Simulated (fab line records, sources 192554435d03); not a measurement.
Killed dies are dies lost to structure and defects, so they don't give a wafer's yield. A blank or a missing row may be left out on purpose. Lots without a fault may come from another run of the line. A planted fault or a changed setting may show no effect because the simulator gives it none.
fab line records | flow n5_finfet
record lots=4 wafers=12 last_day=14
route steps=1938 shown BEOL_M1@771 BEOL_M4@1111 PASSIVATION@1936
lots that met no fault: from a run of the same line without faults
start_h: hours from the record's first day to the start of the lot's first wafer shown | wait_h: hours since the lot's step before | " the same as in the row above | L1.1+2: a row that stands for several wafers | - no value, or no start given | * or withheld: withheld | < > ~ a bound
route shown NAME@n: a module of which the file shows steps, and the number in the route of the first | usual: mean/standard deviation of fault-free wafers | same: alike in all rows | chamber/n: place in a boat | sites: the reading at each site | _std_site: their standard deviation | _edge_site: outer sites' mean less inner sites' | radius_mm: how far each site lies from the wafer's centre | mask NAME#n: copy n | behind: the tool/chamber that last shaped the wafer | hold: why the lot was held/for how many hours/how that ended | device: the transistor (n, p or np) that didn't switch | end of line: the same wafers' tests at the end of the route | a step without rows: its recipe alone | killed: dies lost to structure and defects at the first sort, not the wafer's yield | map: a wafer's dies, x killed, . not, _ none there
set.NAME: the setting as run; set.NAME@STEP: as run at that earlier step | model.NAME: the simulator's own value behind a step, which no gauge read
lots at some steps of the route; a table a step, a row a wafer
services: from which hour (start_h, from the record's first day; less than 0 if before it) a tool's chamber was out of use, for how many hours, and why
## steps
# step N5_BEOL_M1_STRIP_65
# recipe chemistry=N2/H2 temp_c=40 n2_flow_sccm=200 h2_flow_sccm=200 rf_frequency_hz=6e+07
# step N5_BEOL_M1_STRIP_75
# recipe chemistry=N2/H2 temp_c=40 n2_flow_sccm=200 h2_flow_sccm=200 rf_frequency_hz=6e+07
# step N5_BEOL_M1_STRIP_66
# recipe chemistry=CF4 resist=SiARC power_w=300 bias_power_w=75 pressure_mtorr=50 cf4_flow_sccm=150 rf_frequency_hz=6e+07
# step N5_BEOL_M1_HM_OPEN_17
# recipe chemistry=Cl2/BCl3 target_depth_a=200 overetch_a=60 target=TiN mask_material=SOC ion_energy_ev=150 pressure_mtorr=10 icp_w=1000 bias_w=126 Cl2_flow_sccm=53.25 bcl3_flow_sccm=21.75 Ar_flow_sccm=25
# step N5_BEOL_M1_STRIP_19
# recipe chemistry=O2 power_w=400 temp_c=40 pressure_mtorr=30 rf_frequency_hz=6e+07 bias_power_w=0 overash_fraction=0.2 o2_flow_sccm=225
# step N5_BEOL_M1_COAT_67
# recipe resist=SOC temp_c=250 time_s=60 spin_rpm=1500 resist_thk_nm=60
# step N5_BEOL_M1_COAT_68
# recipe resist=SiARC temp_c=220 time_s=60 spin_rpm=1500 resist_thk_nm=12
# step N5_BEOL_M1_COAT_76
# recipe resist=underlayer temp_c=205 time_s=60 spin_rpm=1500 resist_thk_nm=5
# step N5_BEOL_M1_COAT_22
# recipe resist=CAR-EUV spin_rpm=1500 resist_thk_nm=30
# step N5_BEOL_M1_EBR_24
# recipe solvent=PGMEA ebr_width_mm=1.5
# step N5_BEOL_M1_SOFTBAKE_23
# recipe temp_c=110 time_s=60 resist=CAR-EUV
# step N5_BEOL_M1_EXPOSE_25
# recipe mask_id=V0 na=0.33 source_shape=quasar sigma_inner=0.2 sigma_outer=0.8 polarization=unpolarized defocus_nm=5 target_cd_nm=24 dose_mj=63
# columns lot.wafer tool chamber start_h wait_h mask
L709.2+3+6 euv_scanner-02 0 159.59 - V0#0
L714.4+5+6 euv_scanner-02 0 190.83 - V0#0
L715.3+5+6 euv_scanner-01 0 193.38 - V0#0
L717.1+4+6 euv_scanner-02 0 210.46 - V0#0
# step N5_BEOL_M1_PEB_26
# recipe peb_temp_c=100 peb_time_s=60 resist=CAR-EUV
# step N5_BEOL_M1_DEVELOP_27
# recipe develop_time_s=30 developer=TMAH resist=CAR-EUV rinse_liquid=surfactant_rinse dry=air_spin dev_temp_c=23
# step N5_BEOL_M1_CD_MEAS_28
# recipe landing_energy_ev=500 detector=se_inlens target_cd_y_nm=23.3
# usual cd_nm=23.97/0.22
# columns lot.wafer tool chamber start_h wait_h cd_nm
L709.2 cd_sem-02 0 159.73 - 23.97
L709.3 " 0 " " 23.90
L709.6 " 0 " " 23.84
L714.4 cd_sem-03 0 190.96 - 20.04
L714.5 " 0 " " 24.08
L714.6 " 0 " " 19.94
L715.3 cd_sem-01 0 193.51 - 23.88
L715.5 " 0 " " 23.55
L715.6 " 0 " " 23.82
L717.1 cd_sem-03 0 210.60 - 23.74
L717.4 " 0 " " 19.73
L717.6 " 0 " " 19.70
# step N5_BEOL_M1_DESCUM_33
# recipe chemistry=O2 time_s=7 source_power_w=50 bias_power_w=20 pressure_mtorr=20 rf_frequency_hz=2.712e+07 temp_c=40 resist=CAR-EUV o2_flow_sccm=225
# step N5_BEOL_M1_ETCH_77
# recipe chemistry=N2/H2 target=underlayer target_depth_a=65 mask_material=CAR-EUV time_s=5.2 ion_energy_ev=200 pressure_mtorr=30 source_w=840 bias_w=150 n2_flow_sccm=200 h2_flow_sccm=200 ends=cleared
# step N5_BEOL_M1_ETCH_69
# recipe chemistry=CF4 target=SiARC target_depth_a=156 mask_material=CAR-EUV time_s=26 ion_energy_ev=80 pressure_mtorr=40 source_w=545 bias_w=36 Ar_flow_sccm=100 cf4_flow_sccm=100 ends=cleared
# step N5_BEOL_M1_ALD_98
# recipe material=SiO2 target_thk_a=25 temp_c=100 ald_precursor_family=BDEAS ald_co_reactant=O2-plasma pulse_time_s=1 co_reactant_pulse_time_s=1 purge_time_s=2 co_reactant_purge_time_s=2 ald_cycles=17 pressure_torr=2
# step N5_BEOL_M1_ETCHBACK_99
# recipe chemistry=CHF3 target=SiO2 target_depth_a=50 time_s=10.4 source_w=215 bias_w=47 Ar_flow_sccm=200 CHF3_flow_sccm=12 ion_energy_ev=100 pressure_mtorr=30
# step N5_BEOL_M1_ETCH_70
# recipe chemistry=N2/H2 target=SOC target_depth_a=800 overetch_a=160 mask_material=SiARC temp_c=40 time_s=120 ion_energy_ev=200 pressure_mtorr=30 source_w=840 bias_w=150 n2_flow_sccm=200 h2_flow_sccm=200
# step N5_BEOL_M1_STRIP_71
# recipe chemistry=N2/H2 temp_c=40 n2_flow_sccm=200 h2_flow_sccm=200 rf_frequency_hz=6e+07
# step N5_BEOL_M1_STRIP_78
# recipe chemistry=N2/H2 temp_c=40 n2_flow_sccm=200 h2_flow_sccm=200 rf_frequency_hz=6e+07
# step N5_BEOL_M1_VIA_ETCH_34
# recipe chemistry=C4F6/O2 target_depth_a=678 mask_material=SOC pressure_mtorr=15 ion_energy_ev=250 taper_deg=4 time_s=64.4 source_w=350 bias_w=170 Ar_flow_sccm=300 C4F6_flow_sccm=10 O2_flow_sccm=10
# usual drypump_motor_current_A=5.4/0.45 oes_product_au=0.80/0.11 rf_vpp_V=662/11 showerhead_plenum_p_Torr=2.87/0.098 throttle_valve_pct=30.67/0.23
# columns lot.wafer tool chamber start_h wait_h drypump_motor_current_A oes_product_au rf_hours_counter_h rf_vpp_V showerhead_plenum_p_Torr throttle_valve_pct model.BEOL_M1.cd_nm
L709.2 rie_diel-04 2 163.11 0.0 4.7 0.92 17 665 3.04 30.79 18.2
L709.3 " 1 " " 5.1 0.68 245 663 2.91 30.71 18
L709.6 " 2 " " 4.7 0.93 - 666 3.04 30.79 18
L714.4 rie_diel-02 3 191.64 0.0 5.0 0.86 - 656 2.78 30.79 14
L714.5 " 2 " " 5.1 0.70 - 679 2.83 30.73 18.2
L714.6 " 1 " " 5.6 0.74 - 659 2.96 30.98 13.8
L715.3 rie_diel-01 0 194.89 0.0 5.3 0.83 83 668 2.98 30.67 17.8
L715.5 " 2 " " 5.4 0.70 - 654 2.83 30.82 17.4
L715.6 " 1 " " 6.0 1.01 - 675 2.80 30.12 17.8
L717.1 rie_diel-01 2 215.54 0.0 5.4 0.71 189 653 2.83 30.82 17.6
L717.4 " 0 " " 5.3 0.83 88 668 2.98 30.68 13.6
L717.6 " 1 " " 5.9 0.99 - 676 2.80 30.13 13.8
# step N5_BEOL_M1_STRIP_83
# recipe chemistry=C4F6/O2 resist=SiARC rf_frequency_hz=6e+07
# step N5_BEOL_M1_STRIP_36
# recipe chemistry=N2/H2 power_w=450 temp_c=40 pressure_mtorr=20 rf_frequency_hz=6e+07 overash_fraction=0.3 bias_power_w=7 h2_frac=0.5 n2_flow_sccm=200 h2_flow_sccm=200
# step N5_BEOL_M1_TRENCH_ETCH_37
# recipe chemistry=C4F6/O2 target_depth_a=552.07 target=SiOC time_s=29 ion_energy_ev=250 pressure_mtorr=30 source_w=355 bias_w=185 Ar_flow_sccm=300 C4F6_flow_sccm=10 O2_flow_sccm=10
# step N5_BEOL_M1_ETCH_41
# recipe chemistry=CH3F/O2 target=SiCN target_depth_a=319 taper_deg=2 time_s=57.8 ion_energy_ev=120 mask_material=TiN pressure_mtorr=30 source_w=395 bias_w=75 Ar_flow_sccm=150 CH3F_flow_sccm=30 O2_flow_sccm=20
# step N5_BEOL_M1_STRIP_97
# recipe chemistry=N2/H2 time_s=10 power_w=450 temp_c=40 pressure_mtorr=20 rf_frequency_hz=6e+07 bias_power_w=7 n2_flow_sccm=200 h2_flow_sccm=200
# step N5_BEOL_M1_HM_STRIP_39
# recipe chemistry=peroxide_tin_strip material=TiN target_depth_a=250 temp_c=50 time_s=158
# step N5_BEOL_M1_SRD_40
# recipe time_s=30 temp_c=23 rinse_liquid=diw dry=ipa_marangoni
# step N5_BEOL_M1_PRECLEAN_42
# recipe chemistry=residue_remover time_s=60 temp_c=40
# step N5_BEOL_M1_SRD_43
# recipe time_s=30 temp_c=23 rinse_liquid=diw dry=ipa_marangoni
# step N5_BEOL_M1_DEGAS_44
# recipe ambient=vacuum temp_c=250 time_s=60
# step N5_BEOL_M1_PRE_CLEAN_45
# recipe gas=H2/He time_s=30 temp_c=250
# step N5_BEOL_M1_ALD_84
# recipe material=TaN target_thk_a=* temp_c=275 ald_precursor_family=PDMAT ald_co_reactant=NH3 pressure_torr=3 carrier_flow_sccm=1500 pulse_time_s=2 purge_time_s=3 co_reactant_purge_time_s=2 co_reactant_pulse_time_s=3 ald_cycles=30 precursor_vessel_temp_c=75 precursor_vessel_pressure_torr=26.25 precursor_vessel_carrier_sccm=1000
# step N5_BEOL_M1_SURFACE_TREAT_85
# recipe gas=Ar time_s=* ion_energy_ev=* ion_current_ma_cm2=0.5 pressure_mtorr=* ar_flow_sccm=30
# step N5_BEOL_M4_RC_MEAS_101
# usual DIBL_N=35.8/1.8 DIBL_P=35.6/2 IOFF_N=0.148/0.028 IOFF_P=0.20/0.034 ION_N=672/12 ION_P=462/8.5 SS_N=71.2/0.65 SS_P=73.1/0.67 VT_N=251/3.3 VT_P=-251/3.8
# columns lot.wafer tool chamber start_h wait_h DIBL_N[mV/V] DIBL_P[mV/V] IOFF_N[nA/um] IOFF_P[nA/um] ION_N[uA/um] ION_P[uA/um] SS_N[mV/dec] SS_P[mV/dec] VT_N[mV] VT_P[mV]
L709.2 prober-02 0 203.90 0.2 34.6 33.3 0.128 0.19 672 465 70.6 71.7 251 -252
L709.3 " 0 " " 33.7 33.0 0.118 0.17 659 458 70.4 72.7 253 -253
L709.6 " 0 " " 33.9 33.1 0.118 0.17 670 466 70.5 72.6 252 -251
L714.5 prober-01 0 232.16 0.6 32.9 33.3 0.118 0.16 671 463 70.8 72.7 250 -251
L715.3 prober-01 0 242.45 0.3 35.0 36.5 0.149 0.22 667 466 71.0 73.6 250 -251
L715.5 " 0 " " 35.1 36.5 0.157 0.22 676 465 71.2 73.3 248 -248
L715.6 " 0 " " 35.4 36.0 0.158 0.21 665 458 71.1 73.4 248 -250
L717.1 prober-01 0 244.70 0.0 33.6 33.7 0.123 0.17 668 458 71.1 72.9 253 -252
# step N5_PASSIVATION_PROBE_49
# usual defect_limited_yield=91.3/1.5 killed_at_M0_to_M3=34/11 killed_at_M4_up=14/6.1 killed_at_contacts=12/5.9 killed_at_front_end=39/11 killed_at_other=4/3.3 killed_dies=102/18 killed_on_rim=13/3.8 killed_open=67/13 killed_short=33/7.9 sort_bin_5_function=5.1/1 sort_bin_6_memory=3.3/0.7 sort_n_pass=1077/19 sort_yield_pct=91.3/1.6
# same gross_dies=1180 killed_at_back_side=0 sort_bin_4_leakage[%]=0 sort_bin_8_speed[%]=0
# columns lot.wafer tool chamber start_h wait_h defect_limited_yield[%] killed_at_M0_to_M3 killed_at_M4_up killed_at_contacts killed_at_front_end killed_at_other killed_dies killed_on_rim killed_open killed_short sort_bin_5_function[%] sort_bin_6_memory[%] sort_n_pass sort_yield_pct[%]
L709.2 prober-02 - 299.35 0.1 91.8 35 10 11 34 7 97 11 66 31 5.2 2.7 1083 91.8
L709.3 prober-02 - 299.40 0.1 89.7 47 15 7 53 0 122 15 68 52 5.2 4.7 1058 89.7
L709.6 prober-02 - 299.55 0.3 89.3 54 9 17 43 3 126 14 82 43 6.2 4.2 1054 89.3
L714.4 prober-01 - 328.22 0.2 6.1 1067 10 7 17 7 1108 117 44 35 91.6 2.2 72 6.1
L714.5 prober-01 - 328.27 0.2 89.6 46 16 19 33 9 123 13 81 40 7.0 3.0 1057 89.6
L714.6 prober-01 - 328.32 0.3 5.2 1055 9 12 35 8 1119 125 67 38 91.4 3.4 61 5.2
L717.1 prober-01 - 343.61 0.0 92.4 30 19 8 30 3 90 12 59 27 4.4 3.0 1090 92.4
L717.4 prober-01 - 343.76 0.2 3.2 1065 20 12 39 6 1142 131 74 37 92.9 3.6 38 3.2
L717.6 prober-01 - 343.86 0.3 8.6 1003 24 8 32 11 1078 105 68 32 88.5 2.7 102 8.6
# killed by level:class
L709.2 BEOL_M2:geometric_particle:open=16 BEOL_M3:geometric_particle:open=10 GATE_CUT:geometric_particle:short=9 MOL_CONTACT_COAG:geometric_particle:open=7 GATE_CUT:geometric_particle:open=6 FIN_SAQP:geometric_particle:open=4 MOL_CONTACT_COAG:geometric_particle:short=4 DUMMY_GATE:geometric_particle:open=3
L709.3 FIN_SAQP:geometric_particle:short=16 BEOL_M3:geometric_particle:open=12 GATE_CUT:geometric_particle:open=8 FIN_SAQP:geometric_particle:open=7 GATE_CUT:geometric_particle:short=7 BEOL_M0_SAQP:geometric_particle:short=6 BEOL_M2:geometric_particle:open=6 STARTING-WAFER:geometric_particle:short=6
L709.6 BEOL_M2:geometric_particle:open=20 MOL_CONTACT_COAG:geometric_particle:open=13 FIN_SAQP:geometric_particle:short=10 FIN_SAQP:geometric_particle:open=8 BEOL_M0:geometric_particle:open=8 BEOL_M3:geometric_particle:open=8 GATE_CUT:geometric_particle:short=6 BEOL_M2:geometric_particle:short=5
L714.4 BEOL_M1:area_expose=1027 BEOL_M0_SAQP:geometric_particle:short=9 BEOL_M0_SAQP:geometric_particle:open=7 BEOL_M1:geometric_particle:open=7 BEOL_M4:geometric_particle:open=6 MOL_CONTACT_COAG:geometric_particle:open=5 BEOL_M3:geometric_particle:open=4 FIN_SAQP:geometric_particle:short=3
L714.5 MOL_CONTACT_COAG:geometric_particle:open=18 BEOL_M0_SAQP:geometric_particle:short=13 STI_FIN_REVEAL:geometric_particle:open=10 BEOL_M4:geometric_particle:open=10 FIN_SAQP:geometric_particle:open=8 GATE_CUT:geometric_particle:short=7 BEOL_M0_SAQP:geometric_particle:open=6 BEOL_M3:geometric_particle:open=6
L714.6 BEOL_M1:area_expose=1013 BEOL_M0_SAQP:geometric_particle:short=9 BEOL_M1:geometric_particle:open=8 GATE_CUT:geometric_particle:short=7 STI_FIN_REVEAL:geometric_particle:open=7 MOL_CONTACT_COAG:geometric_particle:open=7 BEOL_M0_SAQP:geometric_particle:open=7 BEOL_M2:geometric_particle:open=6
L717.1 BEOL_M4:geometric_particle:open=10 BEOL_M0_SAQP:geometric_particle:short=9 FIN_SAQP:geometric_particle:open=8 MOL_CONTACT_COAG:geometric_particle:open=8 BEOL_M0_SAQP:geometric_particle:open=7 STI_FIN_REVEAL:geometric_particle:open=5 BEOL_M3:geometric_particle:open=5 FIN_SAQP:geometric_particle:short=3
L717.4 BEOL_M1:area_expose=1030 FIN_SAQP:geometric_particle:open=11 BEOL_M3:geometric_particle:open=11 BEOL_M0_SAQP:geometric_particle:short=9 MOL_CONTACT_COAG:geometric_particle:open=9 FIN_SAQP:geometric_particle:short=8 BEOL_M0_SAQP:geometric_particle:open=8 BEOL_M4:geometric_particle:open=6
L717.6 BEOL_M1:area_expose=978 BEOL_M3:geometric_particle:open=11 BEOL_M4:geometric_particle:open=10 FIN_SAQP:geometric_particle:open=6 MOL_CONTACT_COAG:geometric_particle:open=6 GATE_CUT:geometric_particle:short=5 BEOL_M2:geometric_particle:open=5 DUMMY_GATE:geometric_particle:open=4
# map L714.6 (x killed, . not)
_________________xxxxxxx.xxxx________________
______________xxxxxxxxxxxxxxxxxx_____________
___________xxxx.xxxxxxxxxxxxxxxxxx.__________
__________xxxxxxxxxxxxxxxxxxxxx.xxxx_________
________xxxxxxxxxxxxxxxxxxxxxxxxxx.x.x_______
_______xxxxxxxxxxxxxxxxxxxxxxxxxxxxx.xx______
______xxxxxxxxxxxxxxxxxxxxxxxxxxxxxxx.xx_____
_____xxxxxxxxxxxxxxxxxxxxxxxxxxxxxxxxxxxx____
____xxxxxxxxxxxxxxxxxxxxxxxxxxxxxxxxxxxx.x___
___xxxxxxxxxxxxxxxxxxxxxxxxxxxxxxxxxx.xxxx.__
___x.xxxxxxxxxxxxxxxxxxxxxxxxxxxxxxxx.xx.xx__
__xxxxxxxxxxxxxxxxxxxxxxxxxxxxxxxxxxxxxxxxx._
__xxxxxxxxxxxxxxxxxxxxxxxxxxxxxxxxxxxxxxxxxx_
_xxxxxxxxxxxxxxxxxxxxxxxxxxxxxxxxxxxxxxxxx.x.
_xxxxxxxxxxxxxxxxxxxxxxxxxxxxxxxxxxxxxxxxxx..
_x.xxxxxxxxxxxxxxxxxxxxxxxxxxxxxxxxxxxxxxxxxx
_x.xxxxxxxxxxxxxxxxxxxxxxxxxxxxxxxxxxxxxxxx..
_xxxxxxxxxxxxxxxxxxxxxxxxxxxxxxxxxxxxxxxx.xxx
_xxxxxxxxxxxxxxxxxxxxxxxxxxxxxxxxxxxxxx.xxxx.
_xxxxxxxxxxxxxxxxxxxxxxxxxxxxxxxxxxxxxxxxx.xx
_xxx.xxxxxxxxxxxxxxxxxxxxxxxxxxxxxxxxxxxxxx..
__xxxxxxxxxxxxxxxxxxxxxxxxxxxxxxxxxxxxx...xx_
__xxxxxxxx.xxxxxxxxxxxxxxxxxxxxxxxxxxxxxxx.x_
___xxxxxxxxxxxxxxxxxxxxxxxxxxxxxxxxxxxxxxx.__
___xxxxxxxxxxxxxxxxxxxxxxxxxxxxxxxxxxxxxxxx__
____xxxxxxxxxxxxxxxx.xxxxxxxxxxxxxx.xx.xx.___
_____xxxxxxxxxxxxxxxxxxxxxxxxxxxxxxxxx...____
______.xxxx.xxxxxxxxxxxxxxxxxxxxxxxxx.x._____
_______xxxxxxx.xxxxxx.xxxxxxxxxxxxxxxxx______
________xxxxxxxxxxxxxxxxxxxxxxxx.xxxxx_______
__________xxxxxxxxxxxxxxxxxxxxxxx.xx_________
___________.xxxxxxxx.xxxxxxxxxxx.x.__________
______________xx.xxxxxxxxx.xxxxx_____________
_________________.xxxxx.x.xx.________________
# map L717.4 (x killed, . not)
_________________xxxxxxxxxxxx________________
______________xxxxxxxx..xxxxxxxx_____________
___________xxxxxxxxxxxxxxx.xxxxxxx.__________
__________xxxxxxxxxxxxxxxxxxxxxxxx.x_________
________x.xxxxxxxxxxxxxxxxxxxxxxxxxxxx_______
_______xxxxxxxxxxxxxxxxxxxxxxxxxx.xxxxx______
______xxxxxxxxxxxxxxxxxxxxxxxxxxxxxxxxx._____
_____xxxxxxxxxxxxxxxxxxxxxxxxxxxxxxxx.xxx____
____xxxxxxxxxxxxxxxxxxxxxxxxxxxxxxxxxxxx.x___
___xxxxxxxxxxxxxxxxxxxxxxxxxxxxxxxxxxxx..xx__
___xxxxxxxxxxxxxxxxxxxxxxxxxxxxxxxxxxxxxx.x__
__xxxxxxxxxxxxxxxxxxxxxxxxxxxxxxxxxxxxxxxx.x_
__xxxxxxxxxxxxxxxxxxxxxxxxxxxxxxxxxxxxxxxxxx_
_xxxxxxxxxxxxxxxxxxxxxxxxxxxxxxxxxxxxxxxxxxxx
_xxxxxxxxxxxxxxxxxxxxxxxxxxxxxxxxxxxxxxxxxxxx
_xxxxxxxxxxxxxxxxxxxxxxxxxxxxxxxxxxxxxxxxxxxx
_xxxxxxxxxxxxxxxxxxxxxxxxxxxxxxxxxxxxxxxxx.x.
_xxxxxxxxxxxxxxxxxxxxxxxxxxxxxxxxxxxxxxxxxxxx
_xxxxxxxxxxxxxxxxxxxxxxxxxxxxxxxxxxxxxxxxxx.x
_xxxxxxxxxxxxxxxxxxxxxxxxxxxxxxxxxxxxxx.xx..x
_xxxxxxxxxxxxxxxxxxxxxxxxxxxxxxxxxxxxxxxxxxx.
__xxxxxxxxxxxxxxxxxxxxxxxxxxxxxxxxxxxxxxxxxx_
__xxxxxxxxxxxxxxxxxxxxxxxxxxxxxxxxxxxxxxxxxx_
___xxxxxxxxxxxxxxxxxxxxxxxxxxxxxxxxxxxxxxxx__
___xxxxxxxxxxxxxxxxxxxxxxxxxxxxxxxxxxxxx..x__
____xxxxxxxxxxxxxxxxxxxxxxxxxxxxxxxxxxxxxx___
_____xxxxxxxxxxxxxxxxxxxxxxxxxxxxxxxxxxx.____
______xxxxxxxxxxxxxxxxxxxxxxxxxxxxxxxxxx_____
_______..xxxxxxxxxxxxxxxxxxxxxxxxxxxxxx______
________xxxxxxxxxxxxxxxxxxxxxxxxx.xxxx_______
__________xxxxxxxxxxxxxxxxxxxxxxxxx._________
___________.xxxxxxxxxxxxxxxxxx.xxxx__________
______________..xxx.xxxxxxxxxx.x_____________
_________________xxxx.xx..x.x________________
## services
# columns tool chamber start_h hours kind
euv_scanner-01 - 145.95 8.0 pm
rie_diel-01 1 151.64 - clean
rie_diel-01 1 151.64 - consumable_replace:focus_ring
rie_diel-01 1 151.64 17.7 scheduled_down
rie_diel-01 1 151.64 17.7 vent_cycle
euv_scanner-02 - 157.43 1.0 pm
euv_scanner-01 - 159.88 1.0 pm
euv_scanner-01 - 161.50 0.3 repair
rie_diel-04 1 178.16 - clean
rie_diel-04 1 178.16 - consumable_replace:focus_ring
rie_diel-04 1 178.16 17.2 scheduled_down
rie_diel-04 1 178.16 17.2 vent_cycle
euv_scanner-02 - 181.99 1.9 repair
rie_diel-02 0 185.57 - clean
rie_diel-02 0 185.57 - consumable_replace:focus_ring
rie_diel-02 0 185.57 15.5 scheduled_down
rie_diel-02 0 185.57 15.5 vent_cycle
rie_diel-01 1 187.31 5.4 repair
euv_scanner-01 0 195.27 - calibration
euv_scanner-02 0 212.14 - calibration
## key
first_sign step=N5_BEOL_M1_CD_MEAS_28 reading=cd_nm direction=down sigmas=19 usual=23.97 struck=19.85
effect step=N5_PASSIVATION_PROBE_49 reading=killed_at_M0_to_M3 direction=up sigmas=91 usual=34 struck=1048
model_effect step=N5_BEOL_M1_VIA_ETCH_34 value=BEOL_M1.cd_nm without=17.85 struck=13.8
more_kills_born_at N5_BEOL_M1_EXPOSE_25@euv_scanner-02=4048
met_at N5_BEOL_M1_EXPOSE_25
struck_wafers L714.4,L714.6,L717.4,L717.6
later_rows_left_out L714.4,L714.6,L717.4,L717.6
onset_between 159.59 190.83
fault kind=process_parameter_drift tool=euv_scanner-02 chamber=- onset_h=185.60 steps=N5_BEOL_M1_EXPOSE_25 channel=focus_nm offset=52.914 shape=step end_h=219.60 scope=struck_wafers_only
# later_rows_left_out: the simulator's readings of these wafers behind a module that went badly wrong aren't trusted and aren't shown, but for the sort
